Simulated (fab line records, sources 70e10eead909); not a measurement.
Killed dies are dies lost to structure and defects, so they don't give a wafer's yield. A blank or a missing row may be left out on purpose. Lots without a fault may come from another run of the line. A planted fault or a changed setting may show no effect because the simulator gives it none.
Which tool did it? | flow nand_harc | 24 lots, 72 wafers sampled, at 6 steps of a route of 1302

WHAT THE GAUGES READ, wafer by wafer
The record holds no reading of a measuring or inspecting step that can be judged against a usual standard deviation.

WHICH TOOL RAN EACH LOT (tool, then ch and the chambers of the sampled wafers, then the start)
lot  | NHARC_A_CHANNEL_FILL_D2_STRIP_28   | NHARC_A_CHANNEL_FILL_D2_CMP_10 | NHARC_A_STAIRCASE_ETCH_17      | NHARC_A_STAIRCASE_TRIM_193     | NHARC_A_STAIRCASE_ETCH_203     | NHARC_A_STAIRCASE_ETCH_225
L074 | rie_diel-06 ch 0,2, day 14 17:10   | cmp-02 ch 1,2, day 15 15:47    | rie_diel-02 ch 0,1, no start   | rie_diel-07 ch 0,2,3, no start | rie_diel-07 ch 0,3, no start   | rie_diel-02 ch 1,2,3, no start
L075 | rie_diel-10 ch 0,1,2, day 14 17:11 | cmp-04 ch 0,1,3, day 15 19:39  | rie_diel-02 ch 0,1,2, no start | rie_diel-02 ch 0,1,2, no start | rie_diel-02 ch 0,1,2, no start | rie_diel-04 ch 0,1,2, no start
L076 | rie_diel-09 ch 1,2,3, day 15 06:39 | cmp-03 ch 0,1, day 16 08:57    | rie_diel-02 ch 1,3, no start   | rie_diel-04 ch 0,2, no start   | rie_diel-04 ch 0,1,3, no start | rie_diel-07 ch 0,2, no start
L077 | rie_diel-06 ch 1,3, day 15 18:04   | cmp-04 ch 0,2,3, day 16 17:15  | rie_diel-02 ch 3, no start     | rie_diel-04 ch 2,3, no start   | rie_diel-02 ch 2,3, no start   | rie_diel-04 ch 0,2,3, no start
L078 | rie_diel-06 ch 1,2,3, day 16 10:53 | cmp-04 ch 0,1,3, day 17 09:59  | rie_diel-04 ch 0,1,3, no start | rie_diel-04 ch 0,1,2, no start | rie_diel-07 ch 1,3, no start   | rie_diel-07 ch 0,1,3, no start
L079 | rie_diel-06 ch 0,3, day 16 15:07   | cmp-02 ch 0,1,2, day 17 14:39  | rie_diel-07 ch 0,1,3, no start | rie_diel-02 ch 0,1, no start   | rie_diel-02 ch 1,3, no start   | rie_diel-02 ch 1,2, no start
L080 | rie_diel-06 ch 0,1,3, day 17 07:03 | cmp-04 ch 1,3, day 18 06:16    | rie_diel-04 ch 1,2,3, no start | rie_diel-04 ch 2,3, no start   | rie_diel-07 ch 1,3, no start   | rie_diel-04 ch 0,2,3, no start
L081 | rie_diel-10 ch 0,1,2, day 18 11:01 | cmp-04 ch 2,3, day 19 14:53    | rie_diel-02 ch 2,3, no start   | rie_diel-02 ch 0,3, no start   | rie_diel-04 ch 0,1,3, no start | rie_diel-07 ch 0,2,3, no start
L082 | rie_diel-06 ch 0,1, day 18 19:18   | cmp-04 ch 0,1,2, day 19 19:59  | rie_diel-02 ch 1,2,3, no start | rie_diel-02 ch 0,2,3, no start | rie_diel-07 ch 0,1,2, no start | rie_diel-02 ch 1,2,3, no start
L084 | rie_diel-10 ch 2,3, day 18 23:04   | cmp-03 ch 0,1,2, day 19 23:34  | rie_diel-07 ch 0,3, no start   | rie_diel-02 ch 0,1,2, no start | rie_diel-04 ch 0,1,2, no start | rie_diel-02 ch 1,2,3, no start
L083 | rie_diel-06 ch 0,2, day 18 23:05   | cmp-02 ch 1,2,3, day 19 23:35  | rie_diel-02 ch 1,2,3, no start | rie_diel-07 ch 2,3, no start   | rie_diel-07 ch 0,2, no start   | rie_diel-04 ch 1,2, no start
L086 | rie_diel-10 ch 1,3, day 19 22:43   | cmp-02 ch 0,3, day 20 21:56    | rie_diel-04 ch 1,2,3, no start | rie_diel-02 ch 0,3, no start   | rie_diel-02 ch 0,2,3, no start | rie_diel-02 ch 1,2,3, no start
L085 | rie_diel-06 ch 0,1,3, day 19 22:43 | cmp-04 ch 1,3, day 20 21:58    | rie_diel-02 ch 0,2,3, no start | rie_diel-04 ch 2,3, no start   | rie_diel-07 ch 0,1,3, no start | rie_diel-02 ch 0,1, no start
L087 | rie_diel-10 ch 0,1,2, day 20 11:06 | cmp-02 ch 0,2, day 21 09:50    | rie_diel-02 ch 1,2,3, no start | rie_diel-02 ch 1,2,3, no start | rie_diel-02 ch 1,2,3, no start | rie_diel-07 ch 0,2,3, no start
L088 | rie_diel-06 ch 1,2, day 20 17:31   | cmp-04 ch 0,2,3, day 21 16:33  | rie_diel-02 ch 0,3, no start   | rie_diel-04 ch 1,2, no start   | rie_diel-07 ch 1,3, no start   | rie_diel-02 ch 0,2, no start
L089 | rie_diel-10 ch 0,2,3, day 20 17:31 | cmp-02 ch 1,2,3, day 21 16:33  | rie_diel-04 ch 1,2,3, no start | rie_diel-07 ch 0,1,2, no start | rie_diel-07 ch 0,2,3, no start | rie_diel-02 ch 0,1,3, no start
L090 | rie_diel-06 ch 1,2,3, day 21 14:37 | cmp-04 ch 1,2,3, day 22 13:55  | rie_diel-04 ch 1,2,3, no start | rie_diel-02 ch 0,1,2, no start | rie_diel-07 ch 0,2,3, no start | rie_diel-07 ch 1,2,3, no start
L091 | rie_diel-06 ch 1,3, day 21 21:53   | cmp-03 ch 0,2, day 23 00:41    | rie_diel-07 ch 0,1,2, no start | rie_diel-02 ch 0,1,2, no start | rie_diel-02 ch 1,3, no start   | rie_diel-07 ch 1,2, no start
L092 | rie_diel-06 ch 2,3, day 22 04:37   | cmp-04 ch 0,1,3, day 23 03:44  | rie_diel-07 ch 2,3, no start   | rie_diel-07 ch 0,1, no start   | rie_diel-02 ch 0,1,3, no start | rie_diel-07 ch 0,1,3, no start
L094 | rie_diel-10 ch 0,1,3, day 23 13:38 | cmp-03 ch 1,2,3, day 24 12:15  | rie_diel-07 ch 0,1,2, no start | rie_diel-04 ch 0,1,3, no start | rie_diel-04 ch 0,1,2, no start | rie_diel-07 ch 0,1,2, no start
L093 | rie_diel-06 ch 0,2,3, day 23 13:38 | cmp-03 ch 1,2,3, day 24 15:44  | rie_diel-04 ch 0,2, no start   | rie_diel-04 ch 0,2,3, no start | rie_diel-04 ch 0,3, no start   | rie_diel-07 ch 0,3, no start
L095 | rie_diel-09 ch 1,2,3, day 23 13:49 | cmp-02 ch 0,3, day 24 12:15    | rie_diel-04 ch 1,2,3, no start | rie_diel-07 ch 1,3, no start   | rie_diel-07 ch 2,3, no start   | rie_diel-04 ch 0,1,3, no start
L097 | rie_diel-09 ch 0,1,2, day 24 08:04 | cmp-03 ch 1,2,3, day 25 09:26  | rie_diel-04 ch 2,3, no start   | rie_diel-04 ch 0,3, no start   | rie_diel-07 ch 0,1,3, no start | rie_diel-02 ch 1,2,3, no start
L096 | rie_diel-10 ch 0,1,3, day 24 08:06 | cmp-04 ch 0,3, day 25 09:28    | rie_diel-07 ch 0,2,3, no start | rie_diel-02 ch 2,3, no start   | rie_diel-07 ch 1,2,3, no start | rie_diel-04 ch 0,1,3, no start
- NHARC_A_CHANNEL_FILL_D2_STRIP_28: strips in O2, time 20 s.
- NHARC_A_CHANNEL_FILL_D2_CMP_10: polishes, target thk 150 nm.
- NHARC_A_STAIRCASE_ETCH_17: etches the open film in C4F8/O2, target depth 100 nm, time 40.5 s.
- NHARC_A_STAIRCASE_TRIM_193: chemistry O2, time 211.2 s.
- NHARC_A_STAIRCASE_ETCH_203: etches the open film in C4F8/O2, target depth 100 nm, time 40.5 s.
- NHARC_A_STAIRCASE_ETCH_225: etches the open film in C4F8/O2, target depth 100 nm, time 40.5 s.

WHAT THE TOOLS THEMSELVES READ (means of the sampled wafers that have a number; where no wafer has one, the mark that the record gives instead)
NHARC_A_CHANNEL_FILL_D2_STRIP_28.
lot  | tool        | drypump_motor_current_A (A) | oes_product_au (a.u.) | rf_vpp_V (V) | showerhead_plenum_p_Torr (Torr) | throttle_valve_pct (%)
L074 | rie_diel-06 | 6.1                         | 1.002                 | 57.0         | 3.35                            | 17.039
L075 | rie_diel-10 | 5.8                         | 1.006                 | 58.0         | 3.45                            | 17.040
L076 | rie_diel-09 | 6.1                         | 1.003                 | 57.8         | 3.51                            | 17.031
L077 | rie_diel-06 | 6.6                         | 1.008                 | 57.5         | 3.50                            | 17.031
L078 | rie_diel-06 | 6.6                         | 1.012                 | 57.2         | 3.46                            | 17.040
L079 | rie_diel-06 | 6.2                         | 1.000                 | 58.1         | 3.54                            | 17.045
L080 | rie_diel-06 | 6.2                         | 0.999                 | 57.5         | 3.49                            | 17.039
L081 | rie_diel-10 | 5.8                         | 0.999                 | 57.7         | 3.45                            | 17.031
L082 | rie_diel-06 | 5.8                         | 0.999                 | 57.2         | 3.43                            | 17.031
L084 | rie_diel-10 | 5.4                         | 1.004                 | 57.4         | 3.53                            | 17.033
L083 | rie_diel-06 | 5.8                         | 1.000                 | 57.6         | 3.39                            | 17.037
L086 | rie_diel-10 | 5.1                         | 0.996                 | 58.4         | 3.53                            | 17.043
L085 | rie_diel-06 | 6.2                         | 1.009                 | 58.5         | 3.48                            | 17.052
L087 | rie_diel-10 | 5.8                         | 0.996                 | 57.5         | 3.45                            | 17.037
L088 | rie_diel-06 | 6.6                         | 1.002                 | 57.0         | 3.36                            | 17.034
L089 | rie_diel-10 | 5.8                         | 1.001                 | 57.7         | 3.49                            | 17.031
L090 | rie_diel-06 | 6.6                         | 0.998                 | 58.4         | 3.45                            | 17.036
L091 | rie_diel-06 | 6.6                         | 1.005                 | 57.7         | 3.49                            | 17.038
L092 | rie_diel-06 | 6.6                         | 1.015                 | 57.4         | 3.50                            | 17.033
L094 | rie_diel-10 | 5.4                         | 0.994                 | 57.4         | 3.52                            | 17.034
L093 | rie_diel-06 | 6.2                         | 1.003                 | 57.3         | 3.44                            | 17.032
L095 | rie_diel-09 | 6.0                         | 1.004                 | 57.4         | 3.49                            | 17.044
L097 | rie_diel-09 | 6.0                         | 0.997                 | 57.9         | 3.38                            | 17.035
L096 | rie_diel-10 | 5.5                         | 0.987                 | 58.5         | 3.52                            | 17.036

NHARC_A_CHANNEL_FILL_D2_CMP_10.
lot  | tool   | motor_current_A (A) | time_to_endpoint_s (s)
L074 | cmp-02 | 14.1                | 15.9
L075 | cmp-04 | 11.2                | 16.1
L076 | cmp-03 | 12.8                | 16.3
L077 | cmp-04 | 11.3                | 14.2
L078 | cmp-04 | 11.1                | 19.3
L079 | cmp-02 | 12.9                | 14.8
L080 | cmp-04 | 10.7                | 14.5
L081 | cmp-04 | 12.1                | 15.2
L082 | cmp-04 | 12.5                | 15.8
L084 | cmp-03 | 12.6                | 16.0
L083 | cmp-02 | 13.2                | 15.8
L086 | cmp-02 | 12.8                | 14.5
L085 | cmp-04 | 12.0                | 15.5
L087 | cmp-02 | 13.0                | 15.3
L088 | cmp-04 | 11.3                | 14.7
L089 | cmp-02 | 13.1                | 17.4
L090 | cmp-04 | 11.5                | 15.7
L091 | cmp-03 | 11.9                | 16.5
L092 | cmp-04 | 11.1                | 15.6
L094 | cmp-03 | 13.2                | 15.0
L093 | cmp-03 | 13.3                | 14.8
L095 | cmp-02 | 12.7                | 14.4
L097 | cmp-03 | 13.4                | 12.7
L096 | cmp-04 | 10.2                | 13.9

NHARC_A_STAIRCASE_ETCH_17.
lot  | tool        | oes_product_au (a.u.) | rf_vpp_V (V)
L074 | rie_diel-02 | 0.953                 | 888
L075 | rie_diel-02 | 0.949                 | 889
L076 | rie_diel-02 | 0.936                 | 894
L077 | rie_diel-02 | 0.943                 | 895
L078 | rie_diel-04 | 0.953                 | 894
L079 | rie_diel-07 | 0.939                 | 898
L080 | rie_diel-04 | 0.946                 | 895
L081 | rie_diel-02 | 0.936                 | 891
L082 | rie_diel-02 | 0.936                 | 891
L084 | rie_diel-07 | 0.923                 | 896
L083 | rie_diel-02 | 0.937                 | 891
L086 | rie_diel-04 | 0.942                 | 893
L085 | rie_diel-02 | 0.922                 | 896
L087 | rie_diel-02 | 0.931                 | 891
L088 | rie_diel-02 | 0.946                 | 902
L089 | rie_diel-04 | 0.949                 | 893
L090 | rie_diel-04 | 0.946                 | 894
L091 | rie_diel-07 | 0.933                 | 898
L092 | rie_diel-07 | 0.960                 | 895
L094 | rie_diel-07 | 0.948                 | 899
L093 | rie_diel-04 | 0.944                 | 895
L095 | rie_diel-04 | 0.952                 | 895
L097 | rie_diel-04 | 0.948                 | 892
L096 | rie_diel-07 | 0.947                 | 895

NHARC_A_STAIRCASE_TRIM_193.
lot  | tool        | drypump_motor_current_A (A) | oes_product_au (a.u.) | rf_vpp_V (V) | showerhead_plenum_p_Torr (Torr) | throttle_valve_pct (%)
L074 | rie_diel-07 | 5.9                         | 0.998                 | 57.4         | 3.52                            | 17.035
L075 | rie_diel-02 | 5.3                         | 1.000                 | 57.8         | 3.34                            | 17.028
L076 | rie_diel-04 | 6.2                         | 0.999                 | 57.6         | 3.39                            | 17.039
L077 | rie_diel-04 | 6.2                         | 0.995                 | 56.6         | 3.43                            | 17.028
L078 | rie_diel-04 | 6.4                         | 0.996                 | 57.2         | 3.45                            | 17.039
L079 | rie_diel-02 | 5.2                         | 1.001                 | 57.4         | 3.68                            | 17.040
L080 | rie_diel-04 | 6.2                         | 1.006                 | 57.6         | 3.43                            | 17.029
L081 | rie_diel-02 | 5.2                         | 0.994                 | 57.7         | 3.59                            | 17.034
L082 | rie_diel-02 | 5.2                         | 0.991                 | 58.0         | 3.54                            | 17.037
L084 | rie_diel-02 | 5.3                         | 0.988                 | 58.4         | 3.51                            | 17.030
L083 | rie_diel-07 | 6.0                         | 0.992                 | 58.3         | 3.50                            | 17.037
L086 | rie_diel-02 | 5.2                         | 0.986                 | 58.3         | 3.58                            | 17.036
L085 | rie_diel-04 | 6.1                         | 0.997                 | 57.2         | 3.42                            | 17.045
L087 | rie_diel-02 | 5.5                         | 0.992                 | 57.5         | 3.40                            | 17.036
L088 | rie_diel-04 | 6.5                         | 0.998                 | 57.3         | 3.47                            | 17.045
L089 | rie_diel-07 | 6.2                         | 0.991                 | 57.6         | 3.61                            | 17.035
L090 | rie_diel-02 | 5.4                         | 0.984                 | 58.2         | 3.49                            | 17.037
L091 | rie_diel-02 | 5.3                         | 0.993                 | 57.9         | 3.49                            | 17.023
L092 | rie_diel-07 | 6.1                         | 1.001                 | 57.6         | 3.62                            | 17.033
L094 | rie_diel-04 | 6.3                         | 1.003                 | 57.2         | 3.60                            | 17.040
L093 | rie_diel-04 | 6.1                         | 1.000                 | 58.6         | 3.53                            | 17.022
L095 | rie_diel-07 | 5.4                         | 0.995                 | 58.8         | 3.51                            | 17.037
L097 | rie_diel-04 | 6.0                         | 1.005                 | 58.2         | 3.54                            | 17.033
L096 | rie_diel-02 | 5.4                         | 1.006                 | 57.4         | 3.41                            | 17.043

NHARC_A_STAIRCASE_ETCH_203.
lot  | tool        | oes_product_au (a.u.) | rf_vpp_V (V)
L074 | rie_diel-07 | 0.946                 | 893
L075 | rie_diel-02 | 0.955                 | 888
L076 | rie_diel-04 | 0.937                 | 894
L077 | rie_diel-02 | 0.943                 | 890
L078 | rie_diel-07 | 0.937                 | 895
L079 | rie_diel-02 | 0.934                 | 894
L080 | rie_diel-07 | 0.936                 | 900
L081 | rie_diel-04 | 0.953                 | 893
L082 | rie_diel-07 | 0.938                 | 899
L084 | rie_diel-04 | 0.945                 | 893
L083 | rie_diel-07 | 0.935                 | 897
L086 | rie_diel-02 | 0.924                 | 896
L085 | rie_diel-07 | 0.945                 | 897
L087 | rie_diel-02 | 0.934                 | 891
L088 | rie_diel-07 | 0.937                 | 899
L089 | rie_diel-07 | 0.943                 | 895
L090 | rie_diel-07 | 0.943                 | 895
L091 | rie_diel-02 | 0.940                 | 892
L092 | rie_diel-02 | 0.938                 | 896
L094 | rie_diel-04 | 0.943                 | 899
L093 | rie_diel-04 | 0.943                 | 901
L095 | rie_diel-07 | 0.934                 | 892
L097 | rie_diel-07 | 0.952                 | 896
L096 | rie_diel-07 | 0.949                 | 896

NHARC_A_STAIRCASE_ETCH_225.
lot  | tool        | oes_product_au (a.u.) | rf_vpp_V (V)
L074 | rie_diel-02 | 0.954                 | 893
L075 | rie_diel-04 | 0.955                 | 894
L076 | rie_diel-07 | 0.942                 | 898
L077 | rie_diel-04 | 0.936                 | 891
L078 | rie_diel-07 | 0.942                 | 898
L079 | rie_diel-02 | 0.937                 | 890
L080 | rie_diel-04 | 0.937                 | 890
L081 | rie_diel-07 | 0.933                 | 895
L082 | rie_diel-02 | 0.934                 | 892
L084 | rie_diel-02 | 0.942                 | 891
L083 | rie_diel-04 | 0.944                 | 897
L086 | rie_diel-02 | 0.943                 | 890
L085 | rie_diel-02 | 0.943                 | 900
L087 | rie_diel-07 | 0.944                 | 895
L088 | rie_diel-02 | 0.939                 | 899
L089 | rie_diel-02 | 0.941                 | 897
L090 | rie_diel-07 | 0.946                 | 896
L091 | rie_diel-07 | 0.947                 | 898
L092 | rie_diel-07 | 0.950                 | 898
L094 | rie_diel-07 | 0.944                 | 900
L093 | rie_diel-07 | 0.935                 | 893
L095 | rie_diel-04 | 0.940                 | 899
L097 | rie_diel-02 | 0.942                 | 890
L096 | rie_diel-04 | 0.953                 | 899

THE ANSWER, worked out from the rows above alone
Rule: what is usual is taken from the lots themselves. Put in order of their means at a reading, lots are off if they are a third of the lots or fewer, leave a main group of 4 or more, and stand apart from it by a gap of 3 or more times the standard deviation of the main group's means; of several such gaps the widest counts. A main group whose means are all the same, to the digits that the tables above print for the reading, isn't used. A lot without any number at a reading at which 4 lots or more have one is off too. The other lots that the step has rows for count as sound. The gauges are gone through in route order, then the tools' own readings, and for those a lot's mean is taken as printed above. The first step at which some lot is off is used, and at that step the reading that is off furthest; a lot without a number counts as furthest.
No lot is off at any reading shown: from this, nothing can be told.

WHAT THE SIMULATOR HAD PUT IN
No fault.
